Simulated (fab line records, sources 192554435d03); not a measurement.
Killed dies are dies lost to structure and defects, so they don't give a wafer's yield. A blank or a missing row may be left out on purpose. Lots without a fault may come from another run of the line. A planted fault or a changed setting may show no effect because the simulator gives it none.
fab line records | flow n5_finfet
record lots=4 wafers=12 last_day=18
route steps=1938 shown BEOL_M5@1151 PASSIVATION@1936
lots that met no fault: from a run of the same line without faults
start_h: hours from the record's first day to the start of the lot's first wafer shown | wait_h: hours since the lot's step before | " the same as in the row above | L1.1+2: a row that stands for several wafers | - no value, or no start given | * or withheld: withheld | < > ~ a bound
route shown NAME@n: a module of which the file shows steps, and the number in the route of the first | usual: mean/standard deviation of fault-free wafers | same: alike in all rows | chamber/n: place in a boat | sites: the reading at each site | _std_site: their standard deviation | _edge_site: outer sites' mean less inner sites' | radius_mm: how far each site lies from the wafer's centre | mask NAME#n: copy n | behind: the tool/chamber that last shaped the wafer | hold: why the lot was held/for how many hours/how that ended | device: the transistor (n, p or np) that didn't switch | end of line: the same wafers' tests at the end of the route | a step without rows: its recipe alone | killed: dies lost to structure and defects at the first sort, not the wafer's yield | map: a wafer's dies, x killed, . not, _ none there
set.NAME: the setting as run; set.NAME@STEP: as run at that earlier step | model.NAME: the simulator's own value behind a step, which no gauge read
lots at some steps of the route; a table a step, a row a wafer
services: from which hour (start_h, from the record's first day; less than 0 if before it) a tool's chamber was out of use, for how many hours, and why
## steps
# step N5_BEOL_M5_DESCUM_33
# recipe chemistry=O2 time_s=7 source_power_w=50 bias_power_w=20 pressure_mtorr=20 rf_frequency_hz=2.712e+07 temp_c=40 resist=CAR-EUV o2_flow_sccm=225
# step N5_BEOL_M5_ETCH_75
# recipe chemistry=N2/H2 target=underlayer target_depth_a=65 mask_material=CAR-EUV time_s=5.2 ion_energy_ev=200 pressure_mtorr=30 source_w=840 bias_w=150 n2_flow_sccm=200 h2_flow_sccm=200 ends=cleared
# step N5_BEOL_M5_ETCH_67
# recipe chemistry=CF4 target=SiARC target_depth_a=156 mask_material=CAR-EUV time_s=26 ion_energy_ev=80 pressure_mtorr=40 source_w=545 bias_w=36 Ar_flow_sccm=100 cf4_flow_sccm=100 ends=cleared
# step N5_BEOL_M5_ETCH_68
# recipe chemistry=N2/H2 target=SOC target_depth_a=800 overetch_a=160 mask_material=SiARC temp_c=40 time_s=120 ion_energy_ev=200 pressure_mtorr=30 source_w=840 bias_w=150 n2_flow_sccm=200 h2_flow_sccm=200
# step N5_BEOL_M5_STRIP_69
# recipe chemistry=N2/H2 temp_c=40 n2_flow_sccm=200 h2_flow_sccm=200 rf_frequency_hz=6e+07
# step N5_BEOL_M5_STRIP_76
# recipe chemistry=N2/H2 temp_c=40 n2_flow_sccm=200 h2_flow_sccm=200 rf_frequency_hz=6e+07
# step N5_BEOL_M5_VIA_ETCH_34
# recipe chemistry=C4F6/O2 target=SiCOH_lowk target_depth_a=883 mask_material=SOC taper_deg=4 time_s=39.2 ion_energy_ev=250 pressure_mtorr=30 source_w=345 bias_w=185 Ar_flow_sccm=300 C4F6_flow_sccm=10 O2_flow_sccm=10
# step N5_BEOL_M5_STRIP_85
# recipe chemistry=C4F6/O2 resist=SiARC rf_frequency_hz=6e+07
# step N5_BEOL_M5_STRIP_36
# recipe chemistry=N2/H2 power_w=450 temp_c=40 pressure_mtorr=20 rf_frequency_hz=6e+07 overash_fraction=0.3 bias_power_w=7 h2_frac=0.5 n2_flow_sccm=200 h2_flow_sccm=200
# step N5_BEOL_M5_TRENCH_ETCH_37
# recipe chemistry=C4F6/O2 target_depth_a=716.52 target=SiCOH_lowk time_s=24.7 ion_energy_ev=250 pressure_mtorr=30 source_w=345 bias_w=185 Ar_flow_sccm=300 C4F6_flow_sccm=10 O2_flow_sccm=10
# usual O2_flow_sccm=9.997/0.029 bias_w=185.0/0.56 drypump_motor_current_A=5.9/0.37 oes_f_703_au=0.75/0.069 oes_o_777_au=0.75/0.07 oes_product_au=0.76/0.075 rf_fwd_power_W=339.1/1.6 rf_vpp_V=668/11 showerhead_plenum_p_Torr=2.88/0.1 throttle_valve_pct=20.94/0.2
# columns lot.wafer tool chamber start_h wait_h O2_flow_sccm bias_w drypump_motor_current_A oes_f_703_au oes_o_777_au oes_product_au rf_fwd_power_W rf_hours_counter_h rf_vpp_V showerhead_plenum_p_Torr throttle_valve_pct model.BEOL_M5.feature_depth_nm model.etch.depth_nm
L256.1 rie_diel-01 3 208.96 - 9.993 184.3 5.7 0.70 0.70 0.72 336.9 206 660 2.94 20.87 70.8 70.87
L256.2 " 2 " " 9.984 184.8 6.3 0.73 0.73 0.73 337.9 182 651 2.72 20.77 71.2 71.21
L256.6 " 3 " " 10.033 184.3 5.7 0.70 0.71 0.71 336.9 - 660 2.94 20.87 70.8 70.85
L257.2 rie_diel-01 0 228.98 - 10.050 185.0 5.5 0.81 0.80 0.80 338.0 86 661 3.00 21.03 71.4 71.42
L257.3 " 1 " " 9.970 210.6 6.3 0.79 0.80 0.80 343.4 166 759 2.96 20.56 76.6 76.52
L257.4 " 2 " " 9.999 185.1 6.4 0.73 0.72 0.72 339.3 186 648 2.72 20.78 70.8 70.85
L263.2 rie_diel-01 1 266.01 - 10.048 210.5 6.3 0.77 0.80 0.79 340.4 178 759 2.96 20.57 76.8 76.71
L263.3 " 3 " " 10.034 185.1 5.7 0.70 0.69 0.70 339.0 223 660 2.93 20.91 70.6 70.61
L263.6 " 0 " " 10.022 183.9 5.5 0.80 0.80 0.80 339.3 - 659 2.99 21.07 71.6 71.62
L273.2 rie_diel-05 0 320.15 - 10.002 185.5 5.5 0.70 0.70 0.70 340.1 184 681 2.72 21.19 70.2 70.24
L273.4 " 2 " " 10.049 185.7 5.6 0.87 0.88 0.91 341.6 26 685 2.89 20.75 72.8 72.86
L273.6 " 0 " " 10.041 186.0 5.5 0.70 0.69 0.71 342.9 - 680 2.72 21.20 69.8 69.86
# step N5_BEOL_M5_ETCH_41
# recipe chemistry=CH3F/O2 target=SiCN target_depth_a=315 taper_deg=2 time_s=56.7 ion_energy_ev=120 mask_material=TiN pressure_mtorr=30 source_w=395 bias_w=75 Ar_flow_sccm=150 CH3F_flow_sccm=30 O2_flow_sccm=20
# step N5_BEOL_M5_STRIP_91
# recipe chemistry=N2/H2 time_s=10 power_w=450 temp_c=40 pressure_mtorr=20 rf_frequency_hz=6e+07 bias_power_w=7 n2_flow_sccm=200 h2_flow_sccm=200
# step N5_BEOL_M5_OCD_MEAS_38
# usual trench_depth_nm=71.2/1.3
# columns lot.wafer tool chamber start_h wait_h trench_depth_nm
L256.1 ocd-01 - 209.11 - 71.0
L256.2 " - " " 71.2
L256.6 " - " " 71.5
L257.2 ocd-01 - 229.13 - 71.5
L257.3 " - " " 76.3
L257.4 " - " " 70.8
L263.2 ocd-02 - 266.17 - 76.6
L263.3 " - " " 70.6
L263.6 " - " " 71.8
L273.2 ocd-02 - 320.31 - 69.9
L273.4 " - " " 72.7
L273.6 " - " " 70.0
# step N5_BEOL_M5_HM_STRIP_39
# recipe chemistry=peroxide_tin_strip material=TiN target_depth_a=250 temp_c=50 time_s=158
# step N5_BEOL_M5_SRD_40
# recipe time_s=30 temp_c=23 rinse_liquid=diw dry=ipa_marangoni
# step N5_BEOL_M5_PRECLEAN_42
# recipe chemistry=residue_remover time_s=60 temp_c=40
# step N5_BEOL_M5_SRD_43
# recipe time_s=30 temp_c=23 rinse_liquid=diw dry=ipa_marangoni
# step N5_BEOL_M5_CURE_80
# recipe temp_c=370 time_s=120 ambient=DMADMS/He material=SiCOH_lowk
# step N5_BEOL_M5_DEGAS_44
# recipe ambient=vacuum temp_c=250 time_s=60
# step N5_BEOL_M5_PRE_CLEAN_45
# recipe gas=H2/He time_s=30 temp_c=250
# step N5_BEOL_M5_ALD_86
# recipe material=TaN target_thk_a=* temp_c=275 ald_precursor_family=PDMAT ald_co_reactant=NH3 pressure_torr=3 carrier_flow_sccm=1500 pulse_time_s=2 purge_time_s=3 co_reactant_purge_time_s=2 co_reactant_pulse_time_s=3 ald_cycles=30 precursor_vessel_temp_c=75 precursor_vessel_pressure_torr=26.25 precursor_vessel_carrier_sccm=1000
# step N5_BEOL_M5_SURFACE_TREAT_87
# recipe gas=Ar time_s=* ion_energy_ev=* ion_current_ma_cm2=0.5 pressure_mtorr=* ar_flow_sccm=30
# step N5_BEOL_M5_CVD_47
# recipe material=Co target_thk_a=30 temp_c=withheld precursor=CCTBA/H2 pressure_torr=30 time_s=216
# step N5_BEOL_M5_SPUTTER_48
# recipe material=Cu target_thk_a=150 temp_c=-20 chamber_pressure_pa=0.07 power_w=withheld time_s=27.62
# step N5_BEOL_M5_ANNEAL_49
# recipe temp_c=400 time_s=1800 ambient=vacuum
# step N5_BEOL_M5_SPUTTER_81
# recipe material=Cu target_thk_a=150 temp_c=-20 chamber_pressure_pa=0.07 power_w=withheld time_s=27.62
# step N5_BEOL_M5_ANNEAL_82
# recipe temp_c=400 time_s=1800 ambient=vacuum
# step N5_BEOL_M5_SPUTTER_83
# recipe material=Cu target_thk_a=150 temp_c=-20 chamber_pressure_pa=0.07 power_w=withheld time_s=27.62
# step N5_BEOL_M5_ANNEAL_84
# recipe temp_c=400 time_s=1800 ambient=vacuum
# step N5_BEOL_M5_SPUTTER_88
# recipe material=Cu target_thk_a=150 temp_c=-20 chamber_pressure_pa=0.07 power_w=withheld time_s=27.62
# step N5_BEOL_M5_ANNEAL_89
# recipe temp_c=400 time_s=1800 ambient=vacuum
# step N5_BEOL_M5_SPUTTER_90
# recipe material=Cu target_thk_a=45 temp_c=-20 chamber_pressure_pa=0.07 power_w=withheld time_s=8.29
# step N5_BEOL_M5_ECD_50
# recipe material=Cu target_thk_a=3000
# step N5_BEOL_M5_ANNEAL_51
# recipe temp_c=225 time_s=90 ambient=N2
# step N5_BEOL_M5_CMP_52
# recipe stop_on=SiCOH_lowk t_overpolish_s=6.9 down_force_psi=1 platen_rpm=50 clearing_platen_down_force_psi=1.5 clearing_platen_rpm=50 post_cmp_clean=cu_alkaline target_thk_nm=62 clearing_platen_pad_velocity_m_s=0.99484 pad_velocity_m_s=0.99484
# usual barrier_field_endpoint_s=24.9/0.71 clearing_platen_down_force_psi=1.4996/0.003 head_pressure_psi=0.9996/0.0024 motor_current_A=5.9/0.43 overpolish_run_s=6.900/0.0081 time_to_endpoint_s=63.5/2.9
# columns lot.wafer tool chamber start_h wait_h barrier_field_endpoint_s clearing_platen_down_force_psi head_pressure_psi motor_current_A overpolish_run_s time_to_endpoint_s model.Cu_of_BEOL_M5_ECD_50.thk_nm
L256.2 cmp-02 1 215.95 0.2 25.0 1.4979 1.0023 6.0 6.889 62.5 62.6
L256.1 " 3 " " 25.9 1.5046 0.9982 5.5 6.896 65.2 60.4
L256.6 " 1 " " 25.9 1.5017 1.0008 6.2 6.913 64.7 62.4
L257.2 cmp-02 2 235.28 0.2 25.6 1.5017 0.9992 6.7 6.896 68.9 62.4
L257.3 " 3 " " 24.4 1.4987 0.9937 5.3 6.907 63.5 67.6
L257.4 " 0 " " 25.1 1.4966 0.9962 6.4 6.889 68.7 61.6
L263.2 cmp-02 0 274.47 0.3 24.9 1.5025 1.0032 6.4 6.900 63.2 67
L263.3 " 1 " " 24.0 1.4955 1.0045 6.3 6.898 61.7 60.4
L263.6 " 3 " " 24.0 1.5005 1.0014 5.4 6.902 58.8 61.6
L273.2 cmp-04 2 327.55 0.2 23.9 1.4967 0.9977 6.2 6.886 62.6 60.4
L273.4 " 3 " " 24.4 1.5009 1.0021 5.4 6.900 62.1 63.6
L273.6 " 1 " " 24.3 1.5045 1.0026 5.6 6.897 61.7 60.2
# step N5_PASSIVATION_PROBE_49
# usual defect_limited_yield=90.9/1.4 killed_at_M0_to_M3=37/12 killed_at_M4_up=14/5.3 killed_at_contacts=12/6.2 killed_at_front_end=41/11 killed_at_other=3.7/2.9 killed_dies=107/17 killed_open=71/12 killed_short=34/7.9 sort_bin_5_function=5.3/0.95 sort_bin_6_memory=3.4/0.7 sort_n_pass=1073/17 sort_yield_pct=90.9/1.5
# same gross_dies=1180 killed_at_back_side=0 sort_bin_4_leakage[%]=0 sort_bin_8_speed[%]=0
# columns lot.wafer tool chamber start_h wait_h defect_limited_yield[%] killed_at_M0_to_M3 killed_at_M4_up killed_at_contacts killed_at_front_end killed_at_other killed_dies killed_open killed_short sort_bin_5_function[%] sort_bin_6_memory[%] sort_n_pass sort_yield_pct[%]
L257.2 prober-01 - 325.89 0.1 87.1 76 9 13 50 4 152 99 47 7.8 4.3 1028 87.1
L257.3 prober-01 - 325.94 0.1 89.7 74 7 6 32 3 122 76 41 5.6 4.4 1058 89.7
L257.4 prober-01 - 325.99 0.2 87.7 67 15 14 40 9 145 101 42 6.4 5.5 1035 87.7
# killed by level:class
L257.2 BEOL_M2:geometric_particle:open=16 BEOL_M0_SAQP:geometric_particle:open=15 MOL_CONTACT_COAG:geometric_particle:open=13 BEOL_M0_SAQP:geometric_particle:short=13 FIN_SAQP:geometric_particle:open=11 BEOL_M1:geometric_particle:open=10 BEOL_M3:geometric_particle:open=7 BEOL_M2:geometric_particle:short=6
L257.3 BEOL_M0_SAQP:geometric_particle:short=20 BEOL_M0_SAQP:geometric_particle:open=19 BEOL_M2:geometric_particle:open=8 FIN_SAQP:geometric_particle:open=7 STI_FIN_REVEAL:geometric_particle:open=6 MOL_CONTACT_COAG:geometric_particle:open=6 BEOL_M1:geometric_particle:open=6 BEOL_M2:geometric_particle:short=6
L257.4 BEOL_M0_SAQP:geometric_particle:open=25 BEOL_M0_SAQP:geometric_particle:short=14 MOL_CONTACT_COAG:geometric_particle:open=13 FIN_SAQP:geometric_particle:open=10 BEOL_M1:geometric_particle:open=9 BEOL_M2:geometric_particle:open=7 STI_FIN_REVEAL:geometric_particle:open=6 DUMMY_GATE:geometric_particle:open=5
## services
# columns tool chamber start_h hours kind
cmp-04 - 199.73 4.0 pm
cmp-04 - 203.73 - consumable_replace:conditioner
cmp-04 - 203.73 - consumable_replace:pad
cmp-04 - 204.42 1.4 repair
rie_diel-01 - 211.73 3.2 repair
cmp-04 - 218.83 0.5 repair
rie_diel-05 2 220.81 - clean
rie_diel-05 2 220.81 - consumable_replace:focus_ring
rie_diel-05 2 220.81 17.9 scheduled_down
rie_diel-05 2 220.81 17.9 vent_cycle
rie_diel-01 - 243.61 0.2 repair
cmp-04 - 252.53 18.1 pm
rie_diel-05 1 280.56 - clean
rie_diel-05 1 280.56 - consumable_replace:focus_ring
rie_diel-05 1 280.56 - consumable_replace:showerhead
rie_diel-05 1 280.56 29.9 scheduled_down
rie_diel-05 1 280.56 29.9 vent_cycle
rie_diel-05 2 296.80 2.9 repair
cmp-02 - 305.22 4.0 pm
cmp-02 - 309.22 - consumable_replace:conditioner
cmp-02 - 309.22 - consumable_replace:pad
cmp-02 - 320.54 8.6 pm
## key
first_sign step=N5_BEOL_M5_TRENCH_ETCH_37 reading=bias_w direction=up sigmas=46 usual=* struck=*
effect step=N5_BEOL_M5_TRENCH_ETCH_37 reading=rf_vpp_V direction=up sigmas=8.4 usual=668 struck=759
effect step=N5_BEOL_M5_OCD_MEAS_38 reading=trench_depth_nm direction=up sigmas=4.2 usual=71.2 struck=76.4
model_effect step=N5_BEOL_M5_TRENCH_ETCH_37 value=BEOL_M5.feature_depth_nm without=73.5 struck=76.7
model_effect step=N5_BEOL_M5_CMP_52 value=Cu_of_BEOL_M5_ECD_50.thk_nm without=64.2 struck=67.3
met_at N5_BEOL_M5_TRENCH_ETCH_37
struck_wafers L257.3,L263.2
fault kind=process_parameter_drift tool=rie_diel-01 chamber=1 onset_h=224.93 steps=N5_BEOL_M5_TRENCH_ETCH_37 channel=bias_w offset=* shape=step end_h=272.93 acts_in=* stated=*
